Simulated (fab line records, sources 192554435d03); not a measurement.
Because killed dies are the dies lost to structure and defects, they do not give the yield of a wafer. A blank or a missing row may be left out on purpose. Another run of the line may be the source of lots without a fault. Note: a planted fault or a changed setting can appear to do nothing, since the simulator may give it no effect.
A lot that was struck, set against a sound lot    flow n5 finfet    39 out of 1938 route steps
Sound: wafers L721.1, L721.4, L721.6. Struck: wafers L727.2, L727.4 (left out: L727.6, a lot-mate that was not struck); the cause follows at the end.
Per side, at each step with rows, come the tool, then ch with its chambers, and then its first start. Under that, the readings that differ: sound wafers    struck wafers    difference of the means    sigmas: that difference in standard deviations of wafers without a fault.
alike: readings with means less than 2 such deviations apart, plus words and numbers identical on both sides. not compared: withheld readings, readings lacking a value on some wafer, bounds such as >300 that could conceal the same value, and numbers that have no deviation in the record and whose values overlap.
A row with sigmas, a row that says differs or no value, or rows on one side alone: a step with any of these is where the two part. Numbers that don't overlap but have no deviation are shown without sigmas and don't part them. A reading that every wafer of one side lacks parts them only if that side has two wafers or more.

first, 8 steps without rows for these wafers: N5_MOL_CONTACT_COAG_PRECLEAN_138 (cleans in alkaline clean, time 60 s); N5_MOL_CONTACT_COAG_SRD_139 (time 30 s); N5_MOL_CONTACT_COAG_PRE_CLEAN_121; N5_MOL_CONTACT_COAG_CVD_140 (deposits W, target thk 66.5 nm, time 215 s); N5_MOL_CONTACT_COAG_PRECLEAN_127 (cleans in DIW, time 57.5 s); N5_MOL_CONTACT_COAG_SRD_128 (dry time 32 s); N5_MOL_CONTACT_COAG_CMP_52 (polishes, stops on SiO2, t overpolish 1.5 s, target thk 66.5 nm); N5_MOL_CONTACT_COAG_ANNEAL_112 (time 1800 s).
N5_BEOL_M0_SAQP_PECVD_00: deposits SiCN from 3MS/NH3, target thk 8 nm, time 14 s.
  sound on pecvd-02 ch 0,1, day 5 13:51; struck on pecvd-02 ch 0, day 7 01:27
  alike: chamber pressure Torr, showerhead plenum p Torr, throttle valve pct
then, 15 steps without rows for these wafers: N5_BEOL_M0_SAQP_ILD_DEP_01 (deposits SiOC from DEMS/O2, target thk 45.419 nm, time 8.7 s); N5_BEOL_M0_SAQP_HM_DEP_02 (deposits TiN, target thk 12 nm); N5_BEOL_M0_SAQP_PECVD_03 (deposits SiCN from 3MS/NH3, target thk 12 nm, time 21.1 s); N5_BEOL_M0_SAQP_PECVD_96 (deposits a-Si from SiH4/He, target thk 45 nm, time 45.2 s); N5_BEOL_M0_SAQP_PECVD_97 (deposits SiNx from SiH4/NH3/N2, target thk 23 nm, time 19.9 s); N5_BEOL_M0_SAQP_PECVD_04 (deposits a-Si from SiH4/He, target thk 60 nm, time 60.2 s); N5_BEOL_M0_SAQP_HM_DEP_111 (deposits SiO2 from SiH4/N2O, target thk 12 nm, time 7.2 s); N5_BEOL_M0_SAQP_COAT_81 (time 60 s, resist thk 100 nm); N5_BEOL_M0_SAQP_COAT_82 (time 60 s, resist thk 30 nm); N5_BEOL_M0_SAQP_COAT_08 (resist thk 90 nm); N5_BEOL_M0_SAQP_EBR_10; N5_BEOL_M0_SAQP_SOFTBAKE_09 (time 60 s); N5_BEOL_M0_SAQP_EXPOSE_11 (exposes mask M0 CORE, target cd 42 nm); N5_BEOL_M0_SAQP_PEB_12 (peb time 60 s); N5_BEOL_M0_SAQP_DEVELOP_13 (develop time 30 s).
N5_BEOL_M0_SAQP_INSPECT_16: inspects for defects (brightfield).
  sound on defect inspect-02, day 5 15:38; struck on defect inspect-01, day 7 03:15
reading           sound        struck     difference  sigmas
raw defect count  378 441 366  1091 1111  +706        +5
then, 10 steps without rows for these wafers: N5_BEOL_M0_SAQP_DESCUM_19 (chemistry O2, time 7.9 s); N5_BEOL_M0_SAQP_ETCH_83 (etches SiARC in CF4, target depth 39 nm, time 65 s); N5_BEOL_M0_SAQP_ETCH_84 (etches SOC in N2/H2, target depth 100 nm, overetch 20 nm, time 150 s); N5_BEOL_M0_SAQP_STRIP_80 (strips in N2/H2); N5_BEOL_M0_SAQP_HM_OPEN_112 (chemistry CHF3/O2, target SiO2, stops on a-Si, target depth 12 nm, time 13.5 s); N5_BEOL_M0_SAQP_STRIP_113 (strips in CHF3/O2); N5_BEOL_M0_SAQP_MANDREL_ETCH_20 (etches a-Si in HBr/Cl2, stops on SiNx, target depth 60 nm, bt time 10 s, time 30 s); N5_BEOL_M0_SAQP_STRIP_86 (strips in N2/H2); N5_BEOL_M0_SAQP_STRIP_115 (strips in post etch residue remover, time 60 s); N5_BEOL_M0_SAQP_SRD_93 (time 30 s).
N5_BEOL_M0_SAQP_INSPECT_42: inspects for defects (brightfield).
  sound on defect inspect-02, day 5 20:19; struck on defect inspect-01, day 7 07:59
reading           sound        struck   difference  sigmas
raw defect count  248 251 265  848 907  +623        +6
N5_BEOL_M0_CUTY_INSPECT_59: inspects for defects (macro).
  sound on defect inspect-02, day 5 21:42; struck on defect inspect-01, day 7 09:47
reading           sound  struck     difference  sigmas
raw defect count  0 4 1  >300 >300  differs     
-- a jump in the record: the struck wafers' starts before and after are 2 days apart (it breaks off in module BEOL_M0_CUTY and resumes in module BEOL_M4, where the first step shown is number 1111 of the route) --
N5_BEOL_M4_RC_MEAS_101:
  sound on prober-01 ch 0, day 8 09:14; struck on prober-02 ch 0, day 9 13:18
  alike: DIBL_N, DIBL_P, IOFF_N, IOFF_P, ION_N, ION_P, SS_N, SS_P, VT_N, VT_P
-- a jump in the record: the struck wafers' starts before and after are 4 days apart (it breaks off in module BEOL_M4 and resumes in module PASSIVATION, where the first step shown is number 1936 of the route) --
N5_PASSIVATION_PROBE_49:
  only the struck wafers here have rows in the record (prober-02, day 14 01:15); the sound ones have none

== WHERE THEY PART ==
Earliest at N5_BEOL_M0_SAQP_INSPECT_16; latest, in this record, at N5_PASSIVATION_PROBE_49.

WHY: what the simulator had put in
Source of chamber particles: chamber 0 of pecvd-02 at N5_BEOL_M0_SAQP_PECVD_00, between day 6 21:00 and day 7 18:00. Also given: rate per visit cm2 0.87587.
